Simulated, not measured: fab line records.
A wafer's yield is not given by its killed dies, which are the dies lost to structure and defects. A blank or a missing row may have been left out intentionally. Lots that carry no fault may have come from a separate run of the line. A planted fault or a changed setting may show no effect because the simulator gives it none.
Which of the tools did it? + flow nandHarc + 12 lots, 36 wafers sampled, at 6 steps of a route of 1159

## WHAT THE GAUGES READ, wafer by wafer
NHARC_P_M0_CD_MEAS_09: the cd target is 90 nm.
| lot  | measured     | on       | cdNm (nm)         |
|------|--------------|----------|-------------------|
| L907 | day 5 22:55  | cdSem-02 | 90.9 90.9 90.5    |
| L908 | day 6 11:30  | cdSem-02 | 88.9 88.6 88.6    |
| L911 | day 6 19:28  | cdSem-02 | 90.9 90.3 90.3    |
| L913 | day 7 01:13  | cdSem-01 | 89.2 89.0 89.5    |
| L912 | day 7 02:05  | cdSem-03 | 89.7 89.9 89.8    |
| L914 | day 7 12:22  | cdSem-02 | 89.8 90.5 90.7    |
| L920 | day 9 00:24  | cdSem-01 | 103.3 104.1 103.0 |
| L919 | day 9 01:46  | cdSem-03 | 90.1 90.1 90.4    |
| L922 | day 9 17:31  | cdSem-03 | 103.2 103.8 103.0 |
| L923 | day 10 00:56 | cdSem-03 | 90.4 90.3 91.2    |
| L928 | day 11 00:49 | cdSem-03 | 90.6 90.5 90.4    |
| L929 | day 11 01:25 | cdSem-01 | 89.6 90.2 89.9    |

NHARC_P_M0_INSPECT_11.
| lot  | measured     | on               | rawDefectCount |
|------|--------------|------------------|----------------|
| L907 | day 5 23:03  | defectInspect-02 | 4 2 2          |
| L908 | day 6 11:38  | defectInspect-01 | 3 4 1          |
| L911 | day 6 19:35  | defectInspect-02 | 5 6 3          |
| L913 | day 7 01:20  | defectInspect-02 | 4 4 5          |
| L912 | day 7 02:13  | defectInspect-01 | 3 6 2          |
| L914 | day 7 12:29  | defectInspect-01 | 4 2 4          |
| L920 | day 9 00:32  | defectInspect-01 | 9 2 10         |
| L919 | day 9 01:53  | defectInspect-01 | 7 7 7          |
| L922 | day 9 17:38  | defectInspect-02 | 6 4 1          |
| L923 | day 10 01:04 | defectInspect-02 | 5 10 5         |
| L928 | day 11 00:56 | defectInspect-02 | 4 1 2          |
| L929 | day 11 01:33 | defectInspect-02 | 1 4 2          |

NHARC_END_SORT_01.
| lot  | measured     | on        | defectLimitedYield (%) | killedAtArray | killedAtOther | killedAtPeriphery | killedDies | killedOpen | killedShort | sort_bin_2_pct (%) | sort_bin_3_pct (%) | sort_bin_4_pct (%) | sortNPass   | sortRimYieldPct (%) | sortYieldPct (%) |
|------|--------------|-----------|------------------------|---------------|---------------|-------------------|------------|------------|-------------|--------------------|--------------------|--------------------|-------------|---------------------|------------------|
| L920 | day 22 13:58 | prober-01 | 95.4 96.3 95.7         | 24 23 27      | 0 0 0         | 7 2 2             | 31 25 29   | 5 6 5      | 2 2 1       | 0.7 0.7 0.9        | 0.30 0.30 0.30     | 3.5 2.7 3.1        | 646 652 648 | 96.2 92.5 94.3      | 95.4 96.3 95.7   |
| L922 | day 23 18:50 | prober-01 | 97.2 94.8 94.7         | 16 34 33      | 0 0 0         | 3 1 3             | 19 35 36   | 2 2 5      | 2 2 3       | 0.7 2.5 1.5        | 0.30 0.15 0        | 1.8 2.5 3.8        | 658 642 641 | 94.3 94.3 93.4      | 97.2 94.8 94.7   |
| L923 | day 23 10:20 | prober-02 | 95.4                   | 26            | 0             | 5                 | 31         | 5          | 1           | 1.3                | 0.15               | 3.1                | 646         | 95.3                | 95.4             |

## WHICH TOOL RAN EACH LOT (tool, then ch and the chambers of the sampled wafers, then the start)
| lot  | NHARC_P_CONTACT_ALD_22             | NHARC_P_M0_PEB_07                | NHARC_P_M0_DEGAS_28         |
|------|------------------------------------|----------------------------------|-----------------------------|
| L907 | aldMetal-04 ch 0,1, day 5 15:00    | lithoTrack-04 ch 0, day 5 22:50  | pvdSputter-03, day 6 00:02  |
| L908 | aldMetal-03 ch 1,2, day 6 07:34    | lithoTrack-06 ch 0, day 6 11:25  | pvdSputter-01, day 6 12:38  |
| L911 | aldMetal-01 ch 1,2,3, day 6 16:07  | lithoTrack-04 ch 0, day 6 19:22  | pvdSputter-01, day 6 20:37  |
| L913 | aldMetal-03 ch 1,2, day 6 23:03    | lithoTrack-01 ch 0, day 7 01:08  | pvdSputter-02, day 7 02:21  |
| L912 | aldMetal-01 ch 1,3, day 6 23:57    | lithoTrack-01 ch 0, day 7 02:00  | pvdSputter-02, day 7 03:12  |
| L914 | aldMetal-04 ch 0,2, day 7 10:11    | lithoTrack-01 ch 0, day 7 12:17  | pvdSputter-01, day 7 13:31  |
| L920 | aldMetal-04 ch 0,3, day 8 22:16    | lithoTrack-04 ch 0, day 9 00:19  | pvdSputter-03, day 9 01:31  |
| L919 | aldMetal-04 ch 0,1,3, day 8 23:37  | lithoTrack-06 ch 0, day 9 01:40  | pvdSputter-01, day 9 02:53  |
| L922 | aldMetal-01 ch 0,1,3, day 9 07:43  | lithoTrack-04 ch 0, day 9 17:26  | pvdSputter-03, day 9 18:37  |
| L923 | aldMetal-03 ch 0,1, day 9 18:32    | lithoTrack-06 ch 0, day 10 00:52 | pvdSputter-03, day 10 02:03 |
| L928 | aldMetal-04 ch 0,1, day 10 22:30   | lithoTrack-06 ch 0, day 11 00:44 | pvdSputter-02, day 11 01:55 |
| L929 | aldMetal-01 ch 0,1,2, day 10 23:09 | lithoTrack-01 ch 0, day 11 01:20 | pvdSputter-01, day 11 02:32 |
- NHARC_P_CONTACT_ALD_22: deposits TiN, target thk 3 nm, pulse time 1 s, ald cycles 150.
- NHARC_P_M0_PEB_07: peb time 65 s.
- NHARC_P_M0_DEGAS_28: time 60 s.

## AS READ BY THE TOOLS THEMSELVES (means over the sampled wafers that have a number; for cases with no such wafer, the mark the record gives instead)
NHARC_P_CONTACT_ALD_22.
| lot  | tool        | heaterPowerW (W) | precursorPulseHeightRel |
|------|-------------|------------------|-------------------------|
| L907 | aldMetal-04 | 1099             | 1.004                   |
| L908 | aldMetal-03 | 1203             | 0.971                   |
| L911 | aldMetal-01 | 1035             | 0.996                   |
| L913 | aldMetal-03 | 1223             | 1.006                   |
| L912 | aldMetal-01 | 1076             | 0.987                   |
| L914 | aldMetal-04 | 985              | 0.997                   |
| L920 | aldMetal-04 | 1039             | 1.011                   |
| L919 | aldMetal-04 | 1070             | 1.003                   |
| L922 | aldMetal-01 | 1006             | 1.027                   |
| L923 | aldMetal-03 | 1100             | 0.996                   |
| L928 | aldMetal-04 | 1074             | 0.995                   |
| L929 | aldMetal-01 | 968              | 1.002                   |

NHARC_P_M0_PEB_07.
| lot  | tool          | heaterPowerTotalW (W) | plateTempC (C) |
|------|---------------|-----------------------|----------------|
| L907 | lithoTrack-04 | 156.6                 | 100.09         |
| L908 | lithoTrack-06 | 156.2                 | 100.08         |
| L911 | lithoTrack-04 | 156.9                 | 100.18         |
| L913 | lithoTrack-01 | 157.0                 | 99.79          |
| L912 | lithoTrack-01 | 156.3                 | 99.92          |
| L914 | lithoTrack-01 | 157.0                 | 100.02         |
| L920 | lithoTrack-04 | 165.6                 | 104.19         |
| L919 | lithoTrack-06 | 156.4                 | 100.01         |
| L922 | lithoTrack-04 | 165.4                 | 104.06         |
| L923 | lithoTrack-06 | 156.2                 | 100.03         |
| L928 | lithoTrack-06 | 156.7                 | 100.12         |
| L929 | lithoTrack-01 | 156.5                 | 100.15         |

NHARC_P_M0_DEGAS_28.
| lot  | tool          | heaterPowerW (W) |
|------|---------------|------------------|
| L907 | pvdSputter-03 | 325              |
| L908 | pvdSputter-01 | 355              |
| L911 | pvdSputter-01 | 333              |
| L913 | pvdSputter-02 | 319              |
| L912 | pvdSputter-02 | 321              |
| L914 | pvdSputter-01 | 310              |
| L920 | pvdSputter-03 | 344              |
| L919 | pvdSputter-01 | 342              |
| L922 | pvdSputter-03 | 347              |
| L923 | pvdSputter-03 | 332              |
| L928 | pvdSputter-02 | 313              |
| L929 | pvdSputter-01 | 309              |

## THE ANSWER, worked out from the rows above alone
Rule: usual is defined by the lots themselves. The widest of any qualifying gaps counts: lots, ordered by their means at a reading, are off when they make up no more than a third of the lots, leave a main group of 4 or more, and stand apart from it by 3 or more times the standard deviation of that group's means. If all means in a main group match to the digits the tables above print for the reading, that group is not used. Also off: a lot with no number at a reading for which 4 or more lots have one. The other lots that the step has rows for count as sound. Order of review: gauges by route order, followed by the tools' own readings, for which a lot's mean as printed above is used. At the first step where some lot is off, the reading lying furthest off is the one used; lots without a number count as furthest.
Off: L920, L922 (NHARC_P_M0_CD_MEAS_09, cdNm). Mean 90.1 nm and standard deviation 0.63 in the main group.
A tool fits if, at a process step before that reading, it ran every lot that is off, and no sound lot after the first of them. The gauges at NHARC_P_M0_CD_MEAS_09 aren't tried: what is off there is off at NHARC_P_M0_PEB_07 too, on other tools, and a gauge's error can't cause that. One candidate fits, namely lithoTrack-04 at NHARC_P_M0_PEB_07. A fault onset in the window from L911 (day 6 19:22, its last sound lot) to L920 (day 9 00:19, its first lot off) fits.
The tool's own readings at NHARC_P_M0_PEB_07 bear it out: on the lots that are off they differ by more than 5 times the standard deviation of the sound lots' means. heaterPowerTotalW reads 165.5 W there against 156.6 W on the sound lots; plateTempC reads 104.12 C there against 100.04 C on the sound lots.

## WHAT THE SIMULATOR HAD PUT IN
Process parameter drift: lithoTrack-04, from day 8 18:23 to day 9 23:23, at NHARC_P_M0_PEB_07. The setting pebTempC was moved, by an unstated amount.
Lots struck among those shown: L920, L922. The rule given above showed the same thing.
